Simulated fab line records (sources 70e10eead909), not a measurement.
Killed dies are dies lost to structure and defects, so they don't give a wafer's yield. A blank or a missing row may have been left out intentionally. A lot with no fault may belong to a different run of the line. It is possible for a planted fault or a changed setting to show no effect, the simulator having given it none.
fab line records	flow nand_harc
record lots=5	wafers=15	last_day=23
route steps=1159 shown A_CONTACT@947 A_BLC@964
lots with no fault: from the same line, run without faults
start_h: hours from the record's opening day to when the first of the lot's shown wafers began	wait_h: hours from the lot's prior step to this one	" the same as in the row above	L1.1+2: one row covering several wafers at once	- no value present, or no start provided	* or withheld: withheld	< > ~ a bound
route shown NAME@n: names a module that has steps shown in the file, with the first one's number in the route	usual: average and standard deviation across the fault-free wafers	same: alike in all rows	chamber/n: place in a boat	sites: readings site by site	_std_site: how widely they spread, as a standard deviation	_edge_site: the outer-site mean with the inner-site mean subtracted	radius_mm: for every site, how far away it sits from the centre of the wafer	mask NAME#n: copy n	behind: the tool/chamber that last shaped the wafer	hold: what put the lot on hold/how long, in hours/how the hold closed	device: transistor that didn't switch, given as n, p or np	end of line: tests of these same wafers at the route's end	a step given without rows: its recipe and nothing more	killed: the dies lost at the first sort to structure and to defects; this is not the yield of the wafer	map: the dies of a wafer, with x for killed, . for not killed, _ for no die there
set.NAME: setting as actually run; set.NAME@STEP: the setting as run at that earlier step	model.NAME: the simulator's own value behind a step, which no gauge read
a table for each step, a row for each wafer; lots at some steps of the route
services: from which hour (start_h, from the record's first day; less than 0 if before it) a tool's chamber was out of use, for how many hours, and why
## steps
# step NHARC_A_CONTACT_ETCH_138
# recipe source_w=withheld	pressure_mtorr=20	bias_v=3000	time_s=132	target_depth_a=12890	ar_flow_sccm=withheld	c4f8_flow_sccm=withheld	o2_flow_sccm=withheld	chemistry=C4F8/O2/Ar
lot.wafer	tool	chamber	start_h	wait_h	rf_hours_counter_h
L080.2	har_cap_etch-01	1	418.77	0.1	68
L080.3	"	1	"	"	-
L080.6	"	1	"	"	-
L079.2	har_cap_etch-03	0	419.62	0.1	87
L079.4	"	0	"	"	-
L079.6	"	1	"	"	-
L089.1	har_cap_etch-02	1	464.67	0.1	25
L089.2	"	0	"	"	25
L089.3	"	1	"	"	-
L092.1	har_cap_etch-03	1	479.92	0.1	98
L092.4	"	1	"	"	-
L092.5	"	1	"	"	-
L093.2	har_cap_etch-01	1	495.48	0.1	82
L093.4	"	1	"	"	-
L093.6	"	1	"	"	-
# step NHARC_A_CONTACT_ETCH_139
# recipe source_w=withheld	pressure_mtorr=20	bias_v=400	time_s=137	target_depth_a=5900	ar_flow_sccm=withheld	c4f8_flow_sccm=11.5	o2_flow_sccm=7.2	chemistry=C4F8/O2/Ar
lot.wafer	tool	chamber	start_h	wait_h	rf_hours_counter_h
L080.2	har_cap_etch-01	1	418.91	0.1	69
L080.3	"	1	"	"	-
L080.6	"	1	"	"	-
L079.2	har_cap_etch-03	0	419.76	0.1	87
L079.4	"	0	"	"	-
L079.6	"	1	"	"	-
L089.1	har_cap_etch-02	1	464.79	0.1	25
L089.2	"	0	"	"	25
L089.3	"	1	"	"	-
L092.1	har_cap_etch-03	1	480.06	0.1	98
L092.4	"	1	"	"	-
L092.5	"	1	"	"	-
L093.2	har_cap_etch-01	1	495.62	0.1	82
L093.4	"	1	"	"	-
L093.6	"	1	"	"	-
# step NHARC_A_CONTACT_ETCH_92
# recipe target_depth_a=400	over_etch_frac=0.5	time_s=85.7	ion_energy_ev=120	ch3f_flow_sccm=50	o2_flow_sccm=30	ar_flow_sccm=200	rf_w=500	bias_w=100	chemistry=CH3F/O2
# usual drypump_motor_current_A=5.7/0.42	oes_product_au=0.96/0.037	rf_vpp_V=243.7/1.6	showerhead_plenum_p_Torr=2.42/0.1	throttle_valve_pct=20.664/0.0088
lot.wafer	tool	chamber	start_h	wait_h	drypump_motor_current_A	oes_product_au	rf_hours_counter_h	rf_vpp_V	showerhead_plenum_p_Torr	throttle_valve_pct
L080.3	rie_diel-02	2	419.29	0.3	5.4	0.95	27	245.0	2.55	20.668
L080.2	"	3	"	"	5.9	0.94	27	244.7	2.50	20.664
L080.6	"	2	"	"	5.4	0.93	-	245.8	2.55	20.671
L079.4	rie_diel-13	1	420.14	0.3	5.6	0.92	49	243.3	2.45	20.673
L079.2	"	3	"	"	5.7	0.93	50	244.6	2.48	20.669
L079.6	"	0	"	"	5.1	0.92	-	242.5	2.33	20.658
L089.2	rie_diel-13	3	465.19	0.3	5.7	1.00	2	243.9	2.47	20.656
L089.3	"	0	"	"	5.1	1.01	2	243.7	2.32	20.681
L089.1	"	2	"	"	5.7	0.99	1	242.6	2.34	20.665
L092.1	rie_diel-13	1	480.42	0.3	5.6	0.92	7	243.7	2.44	20.657
L092.4	"	0	"	"	5.1	0.94	8	243.7	2.32	20.655
L092.5	"	1	"	"	5.6	0.95	-	244.6	2.44	20.662
L093.4	rie_diel-05	2	495.99	0.3	6.6	1.00	28	242.7	2.33	20.680
L093.2	"	3	"	"	5.7	0.98	31	246.5	2.55	20.679
L093.6	"	2	"	"	6.7	1.00	-	241.6	2.33	20.660
# step NHARC_A_CONTACT_ETCH_98
# recipe target_depth_a=200	over_etch_frac=0.5	time_s=10	ion_energy_ev=250	c4f6_flow_sccm=25	o2_flow_sccm=20	ar_flow_sccm=500	rf_w=600	bias_w=500	chemistry=C4F6/O2
# usual drypump_motor_current_A=5.8/0.43	oes_product_au=0.970/0.027	rf_vpp_V=546/3.2	showerhead_plenum_p_Torr=3.86/0.15	throttle_valve_pct=26.903/0.0097
lot.wafer	tool	chamber	start_h	wait_h	drypump_motor_current_A	oes_product_au	rf_hours_counter_h	rf_vpp_V	showerhead_plenum_p_Torr	throttle_valve_pct
L080.2	rie_diel-02	2	-	-	5.4	0.963	27	550	4.07	26.894
L080.3	"	0	"	"	6.4	0.944	28	542	3.67	26.912
L080.6	"	1	"	"	6.0	0.943	-	548	3.90	26.914
L079.4	rie_diel-13	2	-	-	5.7	0.943	51	543	3.75	26.910
L079.2	"	0	"	"	5.1	0.974	49	543	3.73	26.904
L079.6	"	2	"	"	5.7	0.951	-	542	3.75	26.912
L089.1	rie_diel-13	1	-	-	5.6	1.005	1	546	3.91	26.908
L089.3	"	2	"	"	5.7	0.987	1	545	3.75	26.904
L089.2	"	3	"	"	5.7	0.985	2	547	3.94	26.903
L092.1	rie_diel-13	0	-	-	5.1	0.973	8	542	3.72	26.895
L092.4	"	1	"	"	5.6	0.978	7	546	3.90	26.908
L092.5	"	0	"	"	5.1	0.966	-	543	3.72	26.895
L093.4	rie_diel-05	2	-	-	6.7	1.001	28	542	3.73	26.884
L093.2	"	0	"	"	5.9	1.010	31	541	3.67	26.898
L093.6	"	2	"	"	6.7	1.001	-	544	3.73	26.909
# step NHARC_A_CONTACT_CD_MEAS_15
# usual cd_nm=89.8/0.49
lot.wafer	tool	chamber	start_h	wait_h	cd_nm
L080.2	cd_sem-01	-	419.50	-	90.6
L080.3	"	-	"	"	90.7
L080.6	"	-	"	"	90.3
L079.2	cd_sem-03	-	420.35	-	89.6
L079.4	"	-	"	"	89.3
L079.6	"	-	"	"	89.4
L089.1	cd_sem-01	-	465.41	-	90.0
L089.2	"	-	"	"	91.0
L089.3	"	-	"	"	89.5
L092.1	cd_sem-03	-	480.64	-	90.3
L092.4	"	-	"	"	90.0
L092.5	"	-	"	"	90.3
L093.2	cd_sem-03	-	496.25	-	89.8
L093.4	"	-	"	"	89.6
L093.6	"	-	"	"	89.6
# step NHARC_A_CONTACT_STRIP_107
# recipe n2_flow_sccm=150	h2_flow_sccm=150	ar_flow_sccm=0	bias_w=0	chemistry=N2/H2
lot.wafer	tool	chamber	start_h	wait_h
L080.3+2+6	rie_diel-02	3,0,2	419.58	0.1
L079.2+4+6	rie_diel-13	0,1,2	420.44	0.1
L089.1+2+3	rie_diel-13	0,2,3	465.48	0.1
L092.4+1+5	rie_diel-05	2,3,3	480.71	0.1
L093.4+2+6	rie_diel-05	2,1,3	496.32	0.1
# step NHARC_A_CONTACT_STRIP_108
# recipe cf4_flow_sccm=100	chf3_flow_sccm=30	ar_flow_sccm=0	bias_w=0	chemistry=CF4/CHF3
lot.wafer	tool	chamber	start_h	wait_h
L080.2+3+6	rie_diel-02	2,3,2	419.66	0.1
L079.4+2+6	rie_diel-13	3,0,1	420.52	0.1
L089.2+3+1	rie_diel-13	2,3,0	465.58	0.1
L092.1+4+5	rie_diel-05	3,1,2	480.81	0.1
L093.4+2+6	rie_diel-05	1,3,1	496.88	0.6
# step NHARC_A_CONTACT_STRIP_109
# recipe o2_flow_sccm=400	cos_flow_sccm=20	ar_flow_sccm=0	bias_w=0	chemistry=O2/COS
lot.wafer	tool	chamber	start_h	wait_h
L080.3+2+6	rie_diel-02	3,0,3	419.73	0.1
L079.4+2+6	rie_diel-13	3,2,0	420.58	0.1
L089.1+2+3	rie_diel-13	2,0,1	465.70	0.1
L092.1+4+5	rie_diel-05	3,2,0	480.87	0.1
L093.4+2+6	rie_diel-05	1,2,3	496.94	0.1
# step NHARC_A_CONTACT_ETCH_110
# recipe target_depth_a=500	overetch_a=50	time_s=27.5	ion_energy_ev=100	cf4_flow_sccm=80	o2_flow_sccm=20	ar_flow_sccm=0	rf_w=300	bias_w=100	chemistry=CF4/O2
# usual drypump_motor_current_A=5.8/0.43	oes_product_au=1.002/0.011	rf_vpp_V=197.2/1.6	showerhead_plenum_p_Torr=1.31/0.056	throttle_valve_pct=13.398/0.0096
lot.wafer	tool	chamber	start_h	wait_h	drypump_motor_current_A	oes_product_au	rf_hours_counter_h	rf_vpp_V	showerhead_plenum_p_Torr	throttle_valve_pct
L080.3	rie_diel-02	3	419.79	0.1	5.8	1.005	27	197.9	1.36	13.398
L080.2	"	1	"	"	5.9	0.998	29	197.7	1.32	13.404
L080.6	"	2	"	"	5.4	1.010	-	197.1	1.39	13.383
L079.4	rie_diel-13	2	420.64	0.1	5.6	0.985	51	197.6	1.27	13.396
L079.2	"	3	"	"	5.7	1.005	50	197.5	1.34	13.410
L079.6	"	2	"	"	5.7	0.993	-	197.1	1.27	13.390
L089.2	rie_diel-13	1	465.76	0.1	5.6	1.014	2	197.9	1.33	13.421
L089.1	"	3	"	"	5.7	0.995	2	198.9	1.34	13.396
L089.3	"	0	"	"	5.1	1.001	2	196.0	1.26	13.400
L092.4	rie_diel-05	1	480.93	0.0	5.2	0.995	27	195.7	1.25	13.375
L092.1	"	3	"	"	5.7	0.985	30	199.1	1.38	13.411
L092.5	"	2	"	"	6.7	0.986	-	195.9	1.26	13.407
L093.4	rie_diel-05	2	497.00	0.1	6.6	1.003	28	196.7	1.26	13.401
L093.2	"	1	"	"	5.2	0.993	29	195.6	1.25	13.400
L093.6	"	3	"	"	5.7	0.983	-	198.4	1.38	13.387
# step NHARC_A_CONTACT_STRIP_26
# recipe o2_flow_sccm=500	ar_flow_sccm=0	bias_w=0	chemistry=O2
# usual drypump_motor_current_A=5.8/0.43	oes_product_au=1.002/0.012	rf_vpp_V=57.7/1	showerhead_plenum_p_Torr=3.46/0.14	throttle_valve_pct=17.036/0.0089
lot.wafer	tool	chamber	start_h	wait_h	drypump_motor_current_A	oes_product_au	rf_hours_counter_h	rf_vpp_V	showerhead_plenum_p_Torr	throttle_valve_pct
L080.3	rie_diel-02	1	-	-	6.0	0.996	29	57.1	3.50	17.041
L080.2	"	2	"	"	5.4	1.008	27	56.8	3.66	17.028
L080.6	"	1	"	"	6.0	0.987	-	57.9	3.50	17.028
L079.2	rie_diel-13	2	-	-	5.7	0.990	51	56.8	3.37	17.043
L079.4	"	0	"	"	5.1	1.001	49	57.8	3.35	17.037
L079.6	"	2	"	"	5.6	0.995	-	57.6	3.37	17.022
L089.2	rie_diel-13	1	-	-	5.6	1.009	2	56.6	3.51	17.051
L089.3	"	2	"	"	5.6	0.980	1	56.2	3.37	17.034
L089.1	"	0	"	"	5.1	1.003	2	58.1	3.34	17.046
L092.1	rie_diel-05	2	-	-	6.7	0.996	27	57.4	3.35	17.043
L092.4	"	0	"	"	5.9	0.999	30	58.4	3.30	17.032
L092.5	"	2	"	"	6.6	1.009	-	56.4	3.35	17.043
L093.4	rie_diel-05	2	-	-	6.6	0.995	28	59.1	3.35	17.033
L093.2	"	1	"	"	5.2	0.996	29	57.9	3.31	17.035
L093.6	"	3	"	"	5.7	0.976	-	56.3	3.65	17.039
# step NHARC_A_CONTACT_STRIP_27
# recipe time_s=600	temp_c=30	chemistry=post_etch_residue_remover
lot.wafer	tool	chamber	start_h	wait_h
L080.6+2+3	wet_bench-05	2,3,5	420.22	-
L079.6+4+2	wet_bench-05	2,5,6	421.02	-
L089.3+1+2	wet_bench-02	1,3,6	466.14	-
L092.5+4+1	wet_bench-04	7,0,1	481.31	-
L093.6+2+4	wet_bench-02	4,5,7	497.39	-
# step NHARC_A_CONTACT_ALD_18
# recipe target_thk_a=30	pulse_time_s=1	ald_cycles=150	temp_c=450	material=TiN
# usual heater_power_w=1111/100	precursor_pulse_height_rel=1.002/0.022
lot.wafer	tool	chamber	start_h	wait_h	heater_power_w	precursor_pulse_height_rel
L080.2	ald_metal-04	2	420.52	-	1239	0.998
L080.3	"	3	"	"	1041	0.980
L080.6	"	1	"	"	976	0.980
L079.4	ald_metal-01	1	421.28	-	971	0.999
L079.2	"	2	"	"	1072	1.040
L079.6	"	1	"	"	988	1.004
L089.1	ald_metal-02	2	466.45	-	1307	0.966
L089.3	"	3	"	"	1037	1.008
L089.2	"	1	"	"	1225	0.987
L092.4	ald_metal-02	3	481.57	-	1017	1.011
L092.1	"	1	"	"	1220	1.028
L092.5	"	3	"	"	1041	0.976
L093.4	ald_metal-02	0	497.66	-	1161	1.012
L093.2	"	2	"	"	1306	1.013
L093.6	"	0	"	"	1167	1.025
# step NHARC_A_CONTACT_CVD_19
# recipe target_thk_a=3000	temp_c=300	pressure_torr=40	wf6_flow_sccm=40	h2_flow_sccm=1600	ar_flow_sccm=1560	time_s=802	material=W
# usual heater_power_w=472/27	throttle_valve_pct=8.2/0.37
lot.wafer	tool	chamber	start_h	wait_h	heater_power_w	throttle_valve_pct
L080.2	cvd_w-02	1	-	-	498	8.2
L080.3	"	0	"	"	426	8.5
L080.6	"	1	"	"	513	8.1
L079.2	cvd_w-02	1	-	-	521	8.3
L079.4	"	0	"	"	432	8.5
L079.6	"	1	"	"	508	8.0
L089.1	cvd_w-01	1	-	-	462	8.2
L089.2	"	0	"	"	488	7.6
L089.3	"	1	"	"	472	8.2
L092.1	cvd_w-02	0	-	-	436	8.9
L092.4	"	0	"	"	437	8.7
L092.5	"	0	"	"	438	8.6
L093.2	cvd_w-01	1	-	-	456	8.3
L093.4	"	1	"	"	461	8.5
L093.6	"	0	"	"	488	7.7
# step NHARC_A_CONTACT_CMP_20
# recipe t_overpolish_s=30	target_thk_nm=300
# usual motor_current_A=11.7/1.1	overpolish_run_s=29.999/0.01	slurry_filter_dp_kPa=13.49/0.14	slurry_flow_ml_min=150.0/0.47	time_to_endpoint_s=59.7/2.6
lot.wafer	tool	chamber	start_h	wait_h	motor_current_A	overpolish_run_s	slurry_filter_dp_kPa	slurry_flow_ml_min	time_to_endpoint_s
L080.2	cmp-03	0	421.58	0.6	10.6	30.003	13.31	150.2	61.9
L080.3	"	3	"	"	12.1	29.994	13.55	150.3	56.1
L080.6	"	1	"	"	10.7	30.001	13.62	149.5	62.7
L079.2	cmp-04	3	422.89	0.7	10.7	30.003	13.60	149.8	59.9
L079.4	"	1	"	"	11.5	30.005	13.62	151.0	60.9
L079.6	"	0	"	"	13.4	30.014	13.72	150.6	66.4
L089.1	cmp-03	0	475.03	0.8	10.4	29.984	13.52	149.9	58.4
L089.3	"	1	"	"	10.3	30.004	13.48	150.2	58.8
L089.2	"	2	"	"	13.7	29.978	13.65	150.6	59.0
L092.1	cmp-04	1	482.69	0.8	11.1	29.998	13.57	150.4	60.4
L092.4	"	3	"	"	10.4	30.007	13.68	149.6	55.6
L092.5	"	1	"	"	10.3	30.015	13.28	150.0	60.8
L093.2	cmp-02	3	502.87	0.7	10.0	29.996	13.21	151.0	59.3
L093.4	"	1	"	"	11.4	30.000	13.40	150.2	62.7
L093.6	"	0	"	"	12.8	30.019	13.55	149.8	55.8
# step NHARC_A_CONTACT_SRD_22
lot.wafer	tool	chamber	start_h	wait_h
L080.3+2+6	wet_bench-02	2,4,5	421.90	0.0
L079.6+4+2	wet_bench-02	7,3,4	423.21	0.0
L089.3+1+2	wet_bench-04	5,6,1	475.38	0.1
L092.1+5+4	wet_bench-02	0,1,4	482.98	0.0
L093.6+2+4	wet_bench-04	0,1,2	503.20	0.0
# step NHARC_A_CONTACT_INSPECT_23
# usual raw_defect_count=431/120
lot.wafer	tool	chamber	start_h	wait_h	raw_defect_count
L080.2	defect_inspect-01	-	421.98	0.1	416
L080.3	"	-	"	"	330
L080.6	"	-	"	"	281
L079.2	defect_inspect-01	-	423.29	0.1	360
L079.4	"	-	"	"	331
L079.6	"	-	"	"	373
L089.1	defect_inspect-01	-	475.46	0.1	390
L089.2	"	-	"	"	598
L089.3	"	-	"	"	533
L092.1	defect_inspect-01	-	483.07	0.1	415
L092.4	"	-	"	"	592
L092.5	"	-	"	"	333
L093.2	defect_inspect-02	-	503.27	0.1	424
L093.4	"	-	"	"	309
L093.6	"	-	"	"	316
# step NHARC_A_BLC_DEHYDRATE_00
# recipe temp_c=150	time_s=120
# usual resist_line_temp_C=23.01/0.1
lot.wafer	tool	chamber	start_h	wait_h	resist_line_temp_C
L080.2	litho_track-04	0	422.04	0.1	22.88
L080.3	"	0	"	"	23.03
L080.6	"	0	"	"	22.96
L079.2	litho_track-06	0	423.35	0.1	22.93
L079.4	"	0	"	"	22.83
L079.6	"	0	"	"	22.92
L089.1	litho_track-01	0	475.51	0.1	22.92
L089.2	"	0	"	"	22.95
L089.3	"	0	"	"	22.99
L092.1	litho_track-01	0	483.12	0.1	23.02
L092.4	"	0	"	"	23.07
L092.5	"	0	"	"	23.15
L093.2	litho_track-06	0	503.33	0.1	23.03
L093.4	"	0	"	"	23.09
L093.6	"	0	"	"	23.01
# step NHARC_A_BLC_HMDS_01
# recipe time_s=30
# usual resist_line_temp_C=22.98/0.11
lot.wafer	tool	chamber	start_h	wait_h	resist_line_temp_C
L080.2	litho_track-04	0	-	-	22.92
L080.3	"	0	"	"	22.97
L080.6	"	0	"	"	23.06
L079.2	litho_track-06	0	-	-	23.01
L079.4	"	0	"	"	23.01
L079.6	"	0	"	"	23.07
L089.1	litho_track-01	0	-	-	23.13
L089.2	"	0	"	"	23.01
L089.3	"	0	"	"	22.93
L092.1	litho_track-01	0	-	-	23.07
L092.4	"	0	"	"	23.06
L092.5	"	0	"	"	23.10
L093.2	litho_track-06	0	-	-	23.03
L093.4	"	0	"	"	23.05
L093.6	"	0	"	"	23.10
# step NHARC_A_BLC_COAT_02
# recipe temp_c=260	time_s=75
# usual resist_line_temp_C=23.00/0.11
lot.wafer	tool	chamber	start_h	wait_h	resist_line_temp_C
L080.2	litho_track-04	0	-	-	23.16
L080.3	"	0	"	"	22.98
L080.6	"	0	"	"	22.92
L079.2	litho_track-06	0	-	-	22.98
L079.4	"	0	"	"	22.96
L079.6	"	0	"	"	22.95
L089.1	litho_track-01	0	-	-	22.99
L089.2	"	0	"	"	23.05
L089.3	"	0	"	"	23.14
L092.1	litho_track-01	0	-	-	22.86
L092.4	"	0	"	"	22.88
L092.5	"	0	"	"	23.00
L093.2	litho_track-06	0	-	-	23.02
L093.4	"	0	"	"	23.07
L093.6	"	0	"	"	23.06
# step NHARC_A_BLC_COAT_03
# recipe temp_c=225	time_s=65
# usual resist_line_temp_C=23.02/0.11
lot.wafer	tool	chamber	start_h	wait_h	resist_line_temp_C
L080.2	litho_track-04	0	-	-	23.05
L080.3	"	0	"	"	22.91
L080.6	"	0	"	"	23.08
L079.2	litho_track-06	0	-	-	23.02
L079.4	"	0	"	"	23.02
L079.6	"	0	"	"	23.16
L089.1	litho_track-01	0	-	-	23.16
L089.2	"	0	"	"	23.06
L089.3	"	0	"	"	23.05
L092.1	litho_track-01	0	-	-	23.06
L092.4	"	0	"	"	23.11
L092.5	"	0	"	"	23.10
L093.2	litho_track-06	0	-	-	23.00
L093.4	"	0	"	"	23.26
L093.6	"	0	"	"	23.21
# step NHARC_A_BLC_COAT_04
# recipe spin_rpm=1500	resist_thk_nm=90
# usual resist_line_temp_C=23.00/0.11	spin_speed_rpm=1499.9/0.94
lot.wafer	tool	chamber	start_h	wait_h	resist_line_temp_C	spin_speed_rpm
L080.2	litho_track-04	0	-	-	23.11	1499.9
L080.3	"	0	"	"	23.11	1499.2
L080.6	"	0	"	"	23.11	1500.2
L079.2	litho_track-06	0	-	-	22.94	1498.9
L079.4	"	0	"	"	23.02	1500.6
L079.6	"	0	"	"	22.94	1499.5
L089.1	litho_track-01	0	-	-	22.84	1501.1
L089.2	"	0	"	"	22.97	1500.6
L089.3	"	0	"	"	22.98	1500.1
L092.1	litho_track-01	0	-	-	22.96	1501.2
L092.4	"	0	"	"	23.00	1500.5
L092.5	"	0	"	"	23.18	1499.6
L093.2	litho_track-06	0	-	-	22.96	1500.6
L093.4	"	0	"	"	22.91	1501.5
L093.6	"	0	"	"	22.71	1500.0
# step NHARC_A_BLC_SOFTBAKE_05
# recipe temp_c=105	time_s=55
# usual resist_line_temp_C=23.01/0.12
lot.wafer	tool	chamber	start_h	wait_h	resist_line_temp_C
L080.2	litho_track-04	0	-	-	23.12
L080.3	"	0	"	"	23.01
L080.6	"	0	"	"	23.14
L079.2	litho_track-06	0	-	-	23.05
L079.4	"	0	"	"	23.20
L079.6	"	0	"	"	23.30
L089.1	litho_track-01	0	-	-	23.15
L089.2	"	0	"	"	22.98
L089.3	"	0	"	"	23.00
L092.1	litho_track-01	0	-	-	23.01
L092.4	"	0	"	"	22.89
L092.5	"	0	"	"	23.03
L093.2	litho_track-06	0	-	-	23.17
L093.4	"	0	"	"	23.18
L093.6	"	0	"	"	23.22
# step NHARC_A_BLC_EBR_06
# usual resist_line_temp_C=22.97/0.11
lot.wafer	tool	chamber	start_h	wait_h	resist_line_temp_C
L080.2	litho_track-04	0	-	-	22.88
L080.3	"	0	"	"	22.83
L080.6	"	0	"	"	22.90
L079.2	litho_track-06	0	-	-	23.08
L079.4	"	0	"	"	23.01
L079.6	"	0	"	"	23.01
L089.1	litho_track-01	0	-	-	23.01
L089.2	"	0	"	"	22.90
L089.3	"	0	"	"	23.10
L092.1	litho_track-01	0	-	-	22.81
L092.4	"	0	"	"	23.04
L092.5	"	0	"	"	22.95
L093.2	litho_track-06	0	-	-	22.95
L093.4	"	0	"	"	23.02
L093.6	"	0	"	"	22.95
# step NHARC_A_BLC_EXPOSE_07
# recipe na=1.35	target_cd_nm=100	dose_mj=67.97	mask_id=A_BLC
# usual reticle_temp_C=23.00/0.11
# same na=1.35
lot.wafer	tool	chamber	start_h	wait_h	mask	reticle_temp_C
L080.2	arfi_scanner-03	0	422.23	-	A_BLC#0	23.11
L080.3	"	0	"	"	A_BLC#0	23.12
L080.6	"	0	"	"	A_BLC#0	23.03
L079.2	arfi_scanner-03	0	423.53	-	A_BLC#0	23.00
L079.4	"	0	"	"	A_BLC#0	23.04
L079.6	"	0	"	"	A_BLC#0	22.93
L089.1	arfi_scanner-03	0	475.70	-	A_BLC#0	22.94
L089.2	"	0	"	"	A_BLC#0	22.85
L089.3	"	0	"	"	A_BLC#0	22.92
L092.1	arfi_scanner-03	0	483.31	-	A_BLC#0	22.94
L092.4	"	0	"	"	A_BLC#0	23.06
L092.5	"	0	"	"	A_BLC#0	23.07
L093.2	arfi_scanner-02	0	503.52	-	A_BLC#0	23.09
L093.4	"	0	"	"	A_BLC#0	23.03
L093.6	"	0	"	"	A_BLC#0	23.38
# step NHARC_A_BLC_PEB_08
# recipe peb_temp_c=100	peb_time_s=65
# usual resist_line_temp_C=23.02/0.11
lot.wafer	tool	chamber	start_h	wait_h	resist_line_temp_C
L080.2	litho_track-01	0	422.28	0.1	22.77
L080.3	"	0	"	"	22.82
L080.6	"	0	"	"	23.01
L079.2	litho_track-04	0	423.59	0.1	22.94
L079.4	"	0	"	"	23.25
L079.6	"	0	"	"	23.07
L089.1	litho_track-04	0	475.76	0.1	23.09
L089.2	"	0	"	"	23.12
L089.3	"	0	"	"	23.30
L092.1	litho_track-06	0	483.37	0.1	23.03
L092.4	"	0	"	"	22.95
L092.5	"	0	"	"	23.01
L093.2	litho_track-01	0	503.57	0.1	22.95
L093.4	"	0	"	"	23.15
L093.6	"	0	"	"	23.11
# step NHARC_A_BLC_DEVELOP_09
# recipe develop_time_s=35	dev_temp_c=23
# usual resist_line_temp_C=23.00/0.11
lot.wafer	tool	chamber	start_h	wait_h	resist_line_temp_C
L080.2	litho_track-01	0	-	-	22.92
L080.3	"	0	"	"	23.02
L080.6	"	0	"	"	23.04
L079.2	litho_track-04	0	-	-	22.93
L079.4	"	0	"	"	22.93
L079.6	"	0	"	"	22.77
L089.1	litho_track-04	0	-	-	23.11
L089.2	"	0	"	"	22.94
L089.3	"	0	"	"	23.04
L092.1	litho_track-06	0	-	-	23.13
L092.4	"	0	"	"	23.09
L092.5	"	0	"	"	23.06
L093.2	litho_track-01	0	-	-	23.06
L093.4	"	0	"	"	22.76
L093.6	"	0	"	"	22.69
## services
tool	chamber	start_h	hours	kind
har_cap_etch-01	-	396.31	0.3	repair
cmp-04	-	399.06	4.0	pm
har_cap_etch-02	-	401.84	1.0	repair
rie_diel-13	1	404.80	1.4	repair
ald_metal-04	-	406.00	10.0	pm
arfi_scanner-03	-	413.44	2.8	repair
cmp-04	-	414.08	1.2	repair
cmp-02	-	422.52	4.0	pm
wet_bench-04	-	422.90	26.5	repair
arfi_scanner-02	-	428.00	4.0	pm
arfi_scanner-02	-	438.16	4.1	repair
litho_track-01	-	443.00	7.0	pm
cmp-03	-	450.28	4.0	pm
cvd_w-01	0	452.57	15.3	repair
rie_diel-13	-	453.05	9.0	pm
ald_metal-01	-	458.00	10.0	pm
litho_track-06	-	467.00	7.0	pm
cmp-04	-	467.12	2.6	repair
cvd_w-01	-	478.79	13.0	pm
arfi_scanner-03	-	484.83	4.0	pm
cmp-02	-	490.33	0.6	repair
litho_track-04	-	491.00	7.0	pm
cmp-04	-	497.06	4.0	pm
wet_bench-05	-	500.05	2.6	repair
## key
fault none
